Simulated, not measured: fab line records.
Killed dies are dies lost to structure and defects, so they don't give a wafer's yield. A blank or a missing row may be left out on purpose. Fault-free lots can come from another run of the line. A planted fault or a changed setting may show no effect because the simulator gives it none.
Chamber matching	flow n5_finfet	rie_diel-01 running N5_BEOL_M5_STRIP_36: 4 sister chambers
The step strips in N2/H2. 4 wafers are shown with their chamber, then 8 later ones without.

## WAFERS WITH THEIR CHAMBER
wafer	chamber	showerhead_plenum_p_Torr (Torr)
L077.5	2	2.62
L085.5	0	2.58
L085.6	1	2.43
L087.2	3	2.42

## WAFERS MISSING THEIR CHAMBER
wafer	showerhead_plenum_p_Torr (Torr)
L087.3	2.58
L087.6	2.42
L091.2	2.58
L091.4	2.43
L091.5	2.61
L095.1	2.57
L095.3	2.42
L095.5	2.61

## CHAMBER TAKEN BY EACH
wafer	from the rows above	in truth
L087.3	0	0
L087.6	can't be placed: 3 or 1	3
L091.2	0	0
L091.4	can't be placed: 1 or 3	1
L091.5	2	2
L095.1	0	0
L095.3	can't be placed: 3 or 1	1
L095.5	2	2
5 of 8 placed correctly. Cannot be placed on the basis of these rows: 3; the candidates contain the true chamber in 3. Number placed wrongly: 0.
How it was worked out, from the rows above alone: a wafer's distance from a chamber is the root of the sum, over the readings, of the square of ((its reading less the chamber's mean) divided by the reading's scatter). The wafer belongs to the nearest chamber; if the next one is less than 2 further off, it can't be placed. The mean given for a chamber averages the wafers shown for that chamber. The scatter: root of mean squared gap, hidden wafer to nearest shown wafer, with one shown wafer a chamber.
